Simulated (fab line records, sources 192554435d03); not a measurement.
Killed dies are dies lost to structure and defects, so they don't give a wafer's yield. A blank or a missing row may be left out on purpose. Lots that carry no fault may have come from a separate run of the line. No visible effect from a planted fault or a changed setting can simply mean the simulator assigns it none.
Which of the tools did it? -- flow n5Finfet -- 24 lots, 72 wafers sampled, at 6 steps of a route of 1938

## WHAT EACH GAUGE READ, for each wafer
Not one reading of a measure or inspect step in the record can be checked against a usual standard deviation.

## WHICH TOOL RAN EACH LOT (tool, then ch and the chambers of the sampled wafers, then the start)
lot,N5_BEOL_M1_STRIP_97,N5_BEOL_M1_ANNEAL_82,N5_BEOL_M1_SPUTTER_88,N5_BEOL_M1_DEP_57,N5_BEOL_M2_ILD_DEP_00,N5_BEOL_M2_PECVD_72
L074,"rieDiel-03 ch 0,1,3, day 6 12:08 or earlier","pvdSputter-02, day 6 12:08","pvdSputter-02, day 6 12:29","pecvd-04 ch 1,2, day 6 14:25","pecvd-02 ch 0,1, day 6 14:33","pecvd-04 ch 0,1,2, day 6 14:39"
L075,"rieDiel-06 ch 0,1,2, day 6 13:21 or earlier","pvdSputter-03, day 6 13:21","pvdSputter-03, day 6 13:43","pecvd-03 ch 0,1,2, day 6 16:16","pecvd-01 ch 0,1, day 6 16:23","pecvd-04 ch 0,1,2, day 6 16:31"
L076,"rieDiel-06 ch 0,1, day 6 21:36 or earlier","pvdSputter-02, day 6 21:36","pvdSputter-02, day 6 21:58","pecvd-03 ch 0,1, day 6 23:49","pecvd-01 ch 0,1, day 6 23:57","pecvd-04 ch 0,1,2, day 7 00:04"
L078,"rieDiel-02 ch 0,1,2, day 7 05:34 or earlier","pvdSputter-03, day 7 05:34","pvdSputter-03, day 7 05:56","pecvd-03 ch 0,1, day 7 07:47","pecvd-04 ch 0,1, day 7 07:55","pecvd-02 ch 1,2, day 7 08:01"
L077,"rieDiel-02 ch 1,2, day 7 10:10 or earlier","pvdSputter-03, day 7 10:10","pvdSputter-03, day 7 10:31","pecvd-02 ch 1,2, day 7 12:23","pecvd-01 ch 0,1, day 7 12:31","pecvd-02 ch 0,2, day 7 12:37"
L079,"rieDiel-02 ch 0,1,3, day 7 13:15 or earlier","pvdSputter-01, day 7 13:15","pvdSputter-01, day 7 13:38","pecvd-02 ch 0,2, day 7 15:35","pecvd-01 ch 1,2, day 7 15:43","pecvd-04 ch 1,2, day 7 15:49"
L080,"rieDiel-06 ch 0,1,3, day 7 16:11 or earlier","pvdSputter-02, day 7 16:11","pvdSputter-02, day 7 16:32","pecvd-03 ch 0,1,2, day 7 18:40","pecvd-04 ch 0,1,2, day 7 18:48","pecvd-02 ch 0,1,2, day 7 18:54"
L081,"rieDiel-06 ch 2,3, day 7 22:11 or earlier","pvdSputter-02, day 7 22:11","pvdSputter-02, day 7 22:33","pecvd-02 ch 0,1,2, day 8 00:29","pecvd-01 ch 1,2, day 8 00:37","pecvd-04 ch 1,2, day 8 00:43"
L082,"rieDiel-06 ch 2,3, day 8 02:17 or earlier","pvdSputter-01, day 8 02:17","pvdSputter-01, day 8 02:38","pecvd-02 ch 1,2, day 8 04:34","pecvd-01 ch 0,2, day 8 04:42","pecvd-04 ch 0,2, day 8 04:49"
L083,"rieDiel-03 ch 2,3, day 8 06:32 or earlier","pvdSputter-03, day 8 06:32","pvdSputter-03, day 8 06:53","pecvd-04 ch 0,1,2, day 8 08:45","pecvd-02 ch 0,1,2, day 8 08:53","pecvd-01 ch 0,2, day 8 08:59"
L084,"rieDiel-06 ch 1,3, day 8 16:44 or earlier","pvdSputter-02, day 8 16:44","pvdSputter-02, day 8 17:05","pecvd-02 ch 0,1, day 8 19:08","pecvd-04 ch 0,2, day 8 19:16","pecvd-02 ch 0,1, day 8 19:22"
L085,"rieDiel-06 ch 2,3, day 9 02:56 or earlier","pvdSputter-03, day 9 02:56","pvdSputter-03, day 9 03:17","pecvd-02 ch 0,1,2, day 9 05:09","pecvd-04 ch 1,2, day 9 05:17","pecvd-01 ch 0,1,2, day 9 05:25"
L086,"rieDiel-03 ch 1,2,3, day 9 11:56 or earlier","pvdSputter-02, day 9 11:56","pvdSputter-02, day 9 12:17","pecvd-03 ch 1,2, day 9 14:13","pecvd-04 ch 1,2, day 9 14:20","pecvd-01 ch 0,1, day 9 14:28"
L087,"rieDiel-02 ch 0,1,3, day 9 15:53 or earlier","pvdSputter-01, day 9 15:53","pvdSputter-01, day 9 16:15","pecvd-03 ch 0,2, day 9 18:07","pecvd-02 ch 0,1, day 9 18:15","pecvd-01 ch 0,2, day 9 18:22"
L088,"rieDiel-02 ch 1,2, day 9 20:40 or earlier","pvdSputter-02, day 9 20:40","pvdSputter-02, day 9 21:01","pecvd-04 ch 0,2, day 9 22:53","pecvd-02 ch 0,1, day 9 23:01","pecvd-02 ch 0,1, day 9 23:08"
L089,"rieDiel-02 ch 1,2,3, day 9 23:50 or earlier","pvdSputter-02, day 9 23:50","pvdSputter-02, day 10 00:11","pecvd-04 ch 0,1,2, day 10 02:03","pecvd-02 ch 0,1, day 10 02:11","pecvd-01 ch 0,1,2, day 10 02:18"
L090,"rieDiel-03 ch 1,2,3, day 10 07:01 or earlier","pvdSputter-03, day 10 07:01","pvdSputter-03, day 10 07:22","pecvd-03 ch 1,2, day 10 09:14","pecvd-02 ch 0,1, day 10 09:22","pecvd-01 ch 0,1,2, day 10 09:29"
L091,"rieDiel-03 ch 1,3, day 10 19:07 or earlier","pvdSputter-03, day 10 19:07","pvdSputter-03, day 10 19:28","pecvd-03 ch 1,2, day 10 21:21","pecvd-01 ch 0,2, day 10 21:29","pecvd-01 ch 0,1,2, day 10 21:36"
L092,"rieDiel-03 ch 1,3, day 10 20:23 or earlier","pvdSputter-02, day 10 20:23","pvdSputter-02, day 10 20:44","pecvd-04 ch 0,1, day 10 22:41","pecvd-01 ch 0,1,2, day 10 22:49","pecvd-04 ch 0,1,2, day 10 22:55"
L093,"rieDiel-03 ch 1,2, day 11 00:29 or earlier","pvdSputter-02, day 11 00:29","pvdSputter-02, day 11 00:50","pecvd-03 ch 1,2, day 11 02:43","pecvd-04 ch 0,2, day 11 02:52","pecvd-04 ch 0,1,2, day 11 02:58"
L094,"rieDiel-03 ch 1,3, day 11 08:22 or earlier","pvdSputter-03, day 11 08:22","pvdSputter-03, day 11 08:44","pecvd-04 ch 1,2, day 11 10:35","pecvd-01 ch 0,1, day 11 10:43","pecvd-04 ch 0,1,2, day 11 10:49"
L095,"rieDiel-03 ch 1,2,3, day 11 12:05 or earlier","pvdSputter-03, day 11 12:05","pvdSputter-03, day 11 12:27","pecvd-04 ch 0,1,2, day 11 14:19","pecvd-01 ch 0,1, day 11 14:27","pecvd-04 ch 0,1,2, day 11 14:34"
L096,"rieDiel-02 ch 0,2,3, day 11 17:59 or earlier","pvdSputter-01, day 11 17:59","pvdSputter-01, day 11 18:20","pecvd-02 ch 0,1,2, day 11 20:13","pecvd-04 ch 0,1,2, day 11 20:21","pecvd-01 ch 0,1,2, day 11 20:27"
L097,"rieDiel-03 ch 1,2, day 12 03:13 or earlier","pvdSputter-01, day 12 03:13","pvdSputter-01, day 12 03:35","pecvd-04 ch 0,1, day 12 05:26","pecvd-02 ch 1,2, day 12 05:34","pecvd-04 ch 0,2, day 12 05:40"
- N5_BEOL_M1_STRIP_97: strips in N2/H2, time 10 s.
- N5_BEOL_M1_ANNEAL_82: time 240 s.
- N5_BEOL_M1_SPUTTER_88: material Cu, target thk 4.5 nm, time 8.29 s.
- N5_BEOL_M1_DEP_57: deposits SiCN from 3MS/NH3, target thk 8 nm, time 14 s.
- N5_BEOL_M2_ILD_DEP_00: deposits SiOC from DEMS/O2, target thk 79 nm, time 15.3 s.
- N5_BEOL_M2_PECVD_72: deposits SiO2 from TEOS/O2, target thk 16 nm, time 18 s.

## AS READ BY THE TOOLS THEMSELVES (means over the sampled wafers that have a number; for cases with no such wafer, the mark the record gives instead)
N5_BEOL_M1_STRIP_97.
lot,tool,drypumpMotorCurrentA (A),oesProductAu (a.u.),rfVppV (V),showerheadPlenumPTorr (Torr),throttleValvePct (%)
L074,rieDiel-03,5.8,0.78,58.5,2.58,23.4
L075,rieDiel-06,5.5,0.74,60.5,2.53,23.8
L076,rieDiel-06,6.0,0.75,59.4,2.50,23.8
L078,rieDiel-02,5.6,0.78,58.2,2.43,23.9
L077,rieDiel-02,5.6,0.81,58.8,2.46,23.8
L079,rieDiel-02,5.7,0.71,60.1,2.49,24.0
L080,rieDiel-06,5.5,0.79,59.0,2.54,23.6
L081,rieDiel-06,4.7,0.80,59.2,2.54,23.6
L082,rieDiel-06,4.8,0.80,59.2,2.54,23.6
L083,rieDiel-03,6.1,0.76,59.1,2.42,23.5
L084,rieDiel-06,5.0,0.82,60.0,2.58,23.3
L085,rieDiel-06,4.8,0.79,58.5,2.54,23.6
L086,rieDiel-03,5.6,0.81,58.0,2.52,23.5
L087,rieDiel-02,5.8,0.80,58.5,2.48,23.8
L088,rieDiel-02,5.5,0.74,58.5,2.47,23.9
L089,rieDiel-02,5.7,0.83,59.4,2.51,23.7
L090,rieDiel-03,5.6,0.80,59.7,2.52,23.5
L091,rieDiel-03,6.0,0.75,59.3,2.49,23.5
L092,rieDiel-03,5.5,0.80,58.6,2.60,23.5
L093,rieDiel-03,5.1,0.85,59.3,2.62,23.5
L094,rieDiel-03,5.5,0.79,60.4,2.60,23.5
L095,rieDiel-03,5.6,0.79,59.1,2.51,23.5
L096,rieDiel-02,5.8,0.81,58.9,2.47,23.7
L097,rieDiel-03,5.1,0.84,59.3,2.61,23.6

N5_BEOL_M1_ANNEAL_82.
lot,tool,heaterPowerW (W),susceptorTempC (C)
L074,pvdSputter-02,778,399.96
L075,pvdSputter-03,945,399.92
L076,pvdSputter-02,773,400.18
L078,pvdSputter-03,916,399.92
L077,pvdSputter-03,944,400.01
L079,pvdSputter-01,894,399.96
L080,pvdSputter-02,802,400.20
L081,pvdSputter-02,780,399.95
L082,pvdSputter-01,881,399.92
L083,pvdSputter-03,942,400.00
L084,pvdSputter-02,776,399.93
L085,pvdSputter-03,927,399.86
L086,pvdSputter-02,822,400.02
L087,pvdSputter-01,892,400.03
L088,pvdSputter-02,804,399.88
L089,pvdSputter-02,807,400.05
L090,pvdSputter-03,903,399.99
L091,pvdSputter-03,898,400.04
L092,pvdSputter-02,803,399.95
L093,pvdSputter-02,813,399.85
L094,pvdSputter-03,897,399.85
L095,pvdSputter-03,893,400.03
L096,pvdSputter-01,944,399.99
L097,pvdSputter-01,941,399.92

N5_BEOL_M1_SPUTTER_88.
lot,tool,susceptorTempC (C),throttleValvePct (%)
L074,pvdSputter-02,-20.02,29.7
L075,pvdSputter-03,-20.09,29.2
L076,pvdSputter-02,-20.00,29.7
L078,pvdSputter-03,-19.99,29.4
L077,pvdSputter-03,-20.08,29.4
L079,pvdSputter-01,-19.90,30.1
L080,pvdSputter-02,-20.05,28.8
L081,pvdSputter-02,-20.00,29.7
L082,pvdSputter-01,-20.01,29.2
L083,pvdSputter-03,-19.89,30.0
L084,pvdSputter-02,-20.03,29.7
L085,pvdSputter-03,-20.02,29.4
L086,pvdSputter-02,-20.06,29.6
L087,pvdSputter-01,-20.06,29.1
L088,pvdSputter-02,-20.12,29.4
L089,pvdSputter-02,-20.00,29.6
L090,pvdSputter-03,-19.95,29.9
L091,pvdSputter-03,-20.03,29.9
L092,pvdSputter-02,-19.95,29.6
L093,pvdSputter-02,-20.08,29.5
L094,pvdSputter-03,-20.04,29.8
L095,pvdSputter-03,-19.97,29.6
L096,pvdSputter-01,-19.99,28.9
L097,pvdSputter-01,-19.93,30.3

N5_BEOL_M1_DEP_57.
lot,tool,showerheadPlenumPTorr (Torr),throttleValvePct (%)
L074,pecvd-04,3.661,9.1
L075,pecvd-03,3.659,9.3
L076,pecvd-03,3.658,9.4
L078,pecvd-03,3.668,9.8
L077,pecvd-02,3.648,9.3
L079,pecvd-02,3.657,9.3
L080,pecvd-03,3.662,9.3
L081,pecvd-02,3.662,9.2
L082,pecvd-02,3.652,9.2
L083,pecvd-04,3.661,9.2
L084,pecvd-02,3.658,9.1
L085,pecvd-02,3.661,9.4
L086,pecvd-03,3.662,8.8
L087,pecvd-03,3.678,9.6
L088,pecvd-04,3.656,9.3
L089,pecvd-04,3.660,9.3
L090,pecvd-03,3.654,9.2
L091,pecvd-03,3.663,9.0
L092,pecvd-04,3.666,9.3
L093,pecvd-03,3.654,8.9
L094,pecvd-04,3.665,9.2
L095,pecvd-04,3.659,9.2
L096,pecvd-02,3.661,9.1
L097,pecvd-04,3.668,9.2

N5_BEOL_M2_ILD_DEP_00.
lot,tool,heaterPowerOuterW (W),heaterPowerW (W),showerheadPlenumPTorr (Torr),susceptorTempC (C),throttleValvePct (%)
L074,pecvd-02,292,506,5.681,350.03,12.1
L075,pecvd-01,273,531,5.702,349.88,12.6
L076,pecvd-01,264,527,5.701,349.88,12.6
L078,pecvd-04,234,448,5.693,349.96,12.2
L077,pecvd-01,197,439,5.702,350.21,12.6
L079,pecvd-01,236,479,5.695,349.90,12.3
L080,pecvd-04,273,484,5.688,350.11,12.2
L081,pecvd-01,232,477,5.702,349.97,12.3
L082,pecvd-01,202,429,5.707,349.77,12.4
L083,pecvd-02,286,510,5.690,349.88,12.2
L084,pecvd-04,235,435,5.680,349.88,12.3
L085,pecvd-04,288,526,5.698,349.88,11.9
L086,pecvd-04,273,490,5.689,350.04,12.2
L087,pecvd-02,301,523,5.698,349.90,12.2
L088,pecvd-02,271,504,5.694,349.85,12.2
L089,pecvd-02,320,545,5.693,350.07,12.2
L090,pecvd-02,321,547,5.689,350.03,12.0
L091,pecvd-01,217,446,5.694,349.85,12.5
L092,pecvd-01,247,495,5.706,349.99,12.5
L093,pecvd-04,235,443,5.681,350.01,12.4
L094,pecvd-01,222,481,5.702,350.01,12.7
L095,pecvd-01,249,502,5.703,350.13,12.7
L096,pecvd-04,258,456,5.684,350.16,12.2
L097,pecvd-02,274,476,5.687,349.91,11.7

N5_BEOL_M2_PECVD_72.
lot,tool,heaterPowerOuterW (W),heaterPowerW (W),showerheadPlenumPTorr (Torr),susceptorTempC (C),throttleValvePct (%)
L074,pecvd-04,411,667,8.77,399.93,22.5
L075,pecvd-04,382,637,8.77,399.83,22.7
L076,pecvd-04,395,663,8.78,400.09,22.7
L078,pecvd-02,441,707,8.72,400.07,23.0
L077,pecvd-02,469,793,8.80,399.93,23.0
L079,pecvd-04,455,729,8.81,399.97,22.5
L080,pecvd-02,455,743,8.75,399.99,23.0
L081,pecvd-04,449,724,8.75,399.94,22.5
L082,pecvd-04,419,711,8.73,399.91,22.7
L083,pecvd-01,390,685,8.80,400.16,22.6
L084,pecvd-02,506,831,8.79,399.92,22.9
L085,pecvd-01,358,672,8.81,399.80,23.1
L086,pecvd-01,346,660,8.82,400.21,23.6
L087,pecvd-01,359,654,8.80,399.90,23.3
L088,pecvd-02,447,720,8.76,399.75,22.9
L089,pecvd-01,415,742,8.80,399.82,23.1
L090,pecvd-01,394,719,8.81,399.99,23.1
L091,pecvd-01,409,741,8.79,400.23,23.2
L092,pecvd-04,429,718,8.77,400.04,22.9
L093,pecvd-04,448,716,8.77,400.09,23.1
L094,pecvd-04,451,726,8.76,399.98,22.8
L095,pecvd-04,402,685,8.77,399.78,22.8
L096,pecvd-01,366,668,8.80,400.06,23.2
L097,pecvd-04,406,681,8.74,400.20,23.0

## THE ANSWER, worked out from the rows above alone
Rule: the usual values come from the lots themselves. The widest of any qualifying gaps counts: lots, ordered by their means at a reading, are off when they make up no more than a third of the lots, leave a main group of 4 or more, and stand apart from it by 3 or more times the standard deviation of that group's means. The tables above print the reading to a certain number of digits; a main group whose means all agree to those digits is not used. Also off: a lot with no number at a reading for which 4 or more lots have one. The other lots that the step has rows for count as sound. Order of review: gauges by route order, followed by the tools' own readings, for which a lot's mean as printed above is used. The first step at which some lot is off is used, and at that step the reading that is off furthest; a lot without a number counts as furthest.
Nothing can be told from this: no lot is off at any reading shown.

## WHAT THE SIMULATOR HAD PUT IN
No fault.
